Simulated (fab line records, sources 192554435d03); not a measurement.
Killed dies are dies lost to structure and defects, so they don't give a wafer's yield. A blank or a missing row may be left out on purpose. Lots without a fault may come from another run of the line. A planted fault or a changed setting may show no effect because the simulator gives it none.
Split-lot experiment | flow n5_finfet | 7 lots, 39 wafers read, on a route of 1938 steps

THE SPLIT
At N5_SD_EPI_N_ETCH_35 (etches SOC in N2/H2, overetch 108 nm, time 486 s), the setting time_s was moved away from the recipe's 486 s on 15 of the 39 wafers read, by -19.3% to +13.5%. The other wafers ran this setting at the recipe's value.

The reading is taken at the split's own step.

THE READING
SiARC_of_SD_EPI_N_COAT_33.thk_nm (the simulator's own value, which no gauge read), in nm, at N5_SD_EPI_N_ETCH_35 (etches SOC in N2/H2, overetch 108 nm, time 486 s). The file gives no usual value for it. The 24 wafers here that ran the recipe average 19.7 nm, standard deviation 0.25 nm.

wafer  | tool, chamber at the split | time_s as run, s | against the recipe | SiARC_of_SD_EPI_N_COAT_33.thk_nm, nm | against lot-mates on the recipe
L075.1 | rie_diel-04, 0             | 486              | recipe             | 19.8                                 | -
L075.4 | rie_diel-04, 1             | 486              | recipe             | 19.6                                 | -
L075.5 | rie_diel-04, 3             | 486              | recipe             | 19.4                                 | -
L076.1 | rie_diel-04, 2,1           | 486              | recipe             | 19.8                                 | -
L076.6 | rie_diel-04, 2,1           | 486              | recipe             | 19.8                                 | -
L076.2 | rie_diel-04, 0,1,0         | 486              | recipe             | 20                                   | -
L076.3 | rie_diel-04, 0,1,0         | 486              | recipe             | 20                                   | -
L076.5 | rie_diel-04, 0,1,0         | 486              | recipe             | 20                                   | -
L076.4 | rie_diel-04, 3             | 486              | recipe             | 19.6                                 | -
L077.1 | rie_diel-04, 0,1           | 486              | recipe             | 19.8                                 | -
L077.2 | rie_diel-04, 0,1           | 486              | recipe             | 19.8                                 | -
L077.3 | rie_diel-04, 2             | 451.5            | -7.1%              | 20.6                                 | +0.7
L077.4 | rie_diel-04, 3             | 451.5            | -7.1%              | 20.8                                 | +0.9
L077.5 | rie_diel-04, 1             | 486              | recipe             | 20                                   | -
L077.6 | rie_diel-04, 0             | 451.5            | -7.1%              | 21.2                                 | +1.3
L081.1 | rie_diel-01, 3             | 486              | recipe             | 19.4                                 | -
L081.5 | rie_diel-01, 3             | 486              | recipe             | 19.4                                 | -
L081.2 | rie_diel-01, 1             | 435.5            | -10.4%             | 20.8                                 | +1.5
L081.3 | rie_diel-01, 2             | 486              | recipe             | 19.2                                 | -
L081.4 | rie_diel-01, 0             | 435.5            | -10.4%             | 21                                   | +1.7
L081.6 | rie_diel-01, 0             | 435.5            | -10.4%             | 21.2                                 | +1.9
L082.1 | rie_diel-01, 0,3           | 551.8            | +13.5%             | 17.4                                 | -2.1
L082.6 | rie_diel-01, 0,3           | 551.8            | +13.5%             | 17.4                                 | -2.1
L082.2 | rie_diel-01, 1             | 551.8            | +13.5%             | 17.2                                 | -2.3
L082.3 | rie_diel-01, 2             | 486              | recipe             | 19.2                                 | -
L082.4 | rie_diel-01, 3             | 486              | recipe             | 19.4                                 | -
L082.5 | rie_diel-01, 0             | 486              | recipe             | 19.8                                 | -
L089.1 | rie_diel-01, 3,1           | 486              | recipe             | 19.6                                 | -
L089.4 | rie_diel-01, 3,1           | 486              | recipe             | 19.6                                 | -
L089.2 | rie_diel-01, 2             | 486              | recipe             | 19.4                                 | -
L089.3 | rie_diel-01, 0             | 392              | -19.3%             | 22.6                                 | +3.1
L089.6 | rie_diel-01, 0             | 392              | -19.3%             | 22.6                                 | +3.1
L089.5 | rie_diel-01, 1             | 392              | -19.3%             | 22.4                                 | +2.9
L092.1 | rie_diel-04, 0             | 443.8            | -8.7%              | 20.8                                 | +0.9
L092.2 | rie_diel-04, 3             | 443.8            | -8.7%              | 21.2                                 | +1.3
L092.3 | rie_diel-04, 2,3           | 486              | recipe             | 19.8                                 | -
L092.5 | rie_diel-04, 2,3           | 486              | recipe             | 19.8                                 | -
L092.4 | rie_diel-04, 1             | 443.8            | -8.7%              | 21.4                                 | +1.5
L092.6 | rie_diel-04, 2             | 486              | recipe             | 20                                   | -
Where a row lists several chambers, the file gives one row for several wafers and doesn't say which wafer went through which chamber.

THE FIT
A straight line over all 39 wafers: SiARC_of_SD_EPI_N_COAT_33.thk_nm changes by -0.156 nm for each +1% of time_s; r = -0.98; the points scatter about the line by 0.26 nm.
The same after taking each lot's own level away (the mean of its wafers on the recipe; 39 wafers): -0.155 nm for each +1%; r = -0.99; scatter 0.17 nm.
On that fit, the largest move of time_s shifts the reading by 3 nm.
The lots' own levels span 19.33 to 19.87 nm, that is 2.1 times the standard deviation above.
So the lot-to-lot level changes the slope little: the two slopes agree.
Check: with one of the wafers moved furthest among these (-19.3%) left out of the fit, the line predicts +2.97 nm for it against its lot-mates. It came out at +3.07 nm against them.

OTHER SPLITS ON THESE WAFERS
These wafers also went through other splits before the reading. Each is held against what the fit with the lots' levels taken away leaves over:
other split on the same wafers | wafers away from the commonest value | r with SiARC_of_SD_EPI_N_COAT_33.thk_nm (lot level and that fit taken away)
N5_FIN_SAQP_ETCH_65 time_s     | 15                                   | +0.19

THE FILE'S OWN FIT
SiARC_of_SD_EPI_N_COAT_33.thk_nm changes by -0.155 nm for each +1% of time_s, r = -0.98.
